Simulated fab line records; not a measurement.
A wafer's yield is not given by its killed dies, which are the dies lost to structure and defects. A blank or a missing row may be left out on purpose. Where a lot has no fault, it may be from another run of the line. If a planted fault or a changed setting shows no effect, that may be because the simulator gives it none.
Split-lot study + flow n5 finfet + 21 wafers read across 7 lots, on a route 1938 steps long

THE SPLIT
At N5_BEOL_M5_COAT_71 (time 60 s, resist thk 5 nm), the setting spin rpm was moved away from the recipe's 1500 rpm on 8 of the 21 wafers read, by -10.1% to +8.3%. For the rest of the wafers, this setting stayed at what the recipe calls for.

FROM THE SPLIT TO THE READING: what the file shows between them, 3 steps
- N5_BEOL_M5_COAT_05: resist thk 30 nm
- N5_BEOL_M5_EBR_07
- N5_BEOL_M5_DESCUM_16: chemistry O2, time 7 s

THE READING
etch.depth nm (the simulator's own value, which no gauge read), in nm, at N5_BEOL_M5_ETCH_72 (etches underlayer in N2/H2, target depth 6.5 nm, time 5.2 s). No usual value for it is given in the file. Average 4.997 nm, standard deviation 0.016 nm, over the 13 wafers here run with the recipe.

| wafer  | tool, chamber at the split | spin rpm as run, rpm | against the recipe | etch.depth nm, nm | against lot-mates on the recipe |
|--------|----------------------------|----------------------|--------------------|-------------------|---------------------------------|
| L075.1 | litho track-02, 0          | 1500                 | recipe             | 5.004             | -                               |
| L075.3 | litho track-02, 0          | 1396                 | -6.9%              | 5.208             | +0.204                          |
| L075.4 | litho track-02, 0          | 1396                 | -6.9%              | 5.195             | +0.191                          |
| L083.1 | litho track-02, 0          | 1500                 | recipe             | 5.003             | -                               |
| L083.3 | litho track-02, 0          | 1500                 | recipe             | 4.998             | -                               |
| L083.4 | litho track-02, 0          | 1565                 | +4.3%              | 4.913             | -0.088                          |
| L085.1 | litho track-02, 0          | 1500                 | recipe             | 5.01              | -                               |
| L085.3 | litho track-02, 0          | 1500                 | recipe             | 5.016             | -                               |
| L085.4 | litho track-02, 0          | 1348                 | -10.1%             | 5.305             | +0.292                          |
| L088.1 | litho track-01, 0          | 1500                 | recipe             | 4.968             | -                               |
| L088.3 | litho track-01, 0          | 1500                 | recipe             | 4.97              | -                               |
| L088.6 | litho track-01, 0          | 1500                 | recipe             | 4.98              | -                               |
| L091.1 | litho track-01, 0          | 1625                 | +8.3%              | 4.809             | -0.177                          |
| L091.4 | litho track-01, 0          | 1500                 | recipe             | 4.986             | -                               |
| L091.5 | litho track-01, 0          | 1625                 | +8.3%              | 4.804             | -0.182                          |
| L096.1 | litho track-02, 0          | 1500                 | recipe             | 5.007             | -                               |
| L096.5 | litho track-02, 0          | 1500                 | recipe             | 5.003             | -                               |
| L096.6 | litho track-02, 0          | 1500                 | recipe             | 5.018             | -                               |
| L095.3 | litho track-01, 0          | 1500                 | recipe             | 4.995             | -                               |
| L095.4 | litho track-01, 0          | 1447                 | -3.5%              | 5.09              | +0.095                          |
| L095.6 | litho track-01, 0          | 1447                 | -3.5%              | 5.078             | +0.083                          |

FIT RESULTS
A straight line over all 21 wafers: etch.depth nm changes by -0.0263 nm for each +1% of spin rpm; r = -0.99; the points scatter about the line by 0.02 nm.
The same after taking each lot's own level away (the mean of its wafers on the recipe; 21 wafers): -0.0252 nm for each +1%; r = -0.99; scatter 0.014 nm.
According to that fit, moving spin rpm by its largest amount changes the reading by 0.26 nm.
The lots' own levels span 4.9727 to 5.0130 nm, that is 2.6 times the standard deviation above.
The two slopes agree, so the slope changes little with the lot-to-lot level.
Check: for one of the wafers moved furthest among these (-10.1%), held out of the fit, the line's prediction against its lot-mates is +0.251 nm. It came out at +0.292 nm against them.

FURTHER SPLITS ON THESE WAFERS
Note: prior to the reading, these wafers also went through further splits. Each is held against what the fit with the lots' levels taken away leaves over:
| other split on the same wafers    | wafers away from the commonest value | r with etch.depth nm (lot level and that fit taken away) |
|-----------------------------------|--------------------------------------|----------------------------------------------------------|
| N5_BEOL_M4_EXPOSE_08 dose mj      | 7                                    | +0.10                                                    |
| N5_BEOL_M5_HM_DEP_02 target thk a | 8                                    | +0.16                                                    |

FILE'S OWN FIT
etch.depth nm changes by -0.0259 nm for each +1% of spin rpm, r = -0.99.
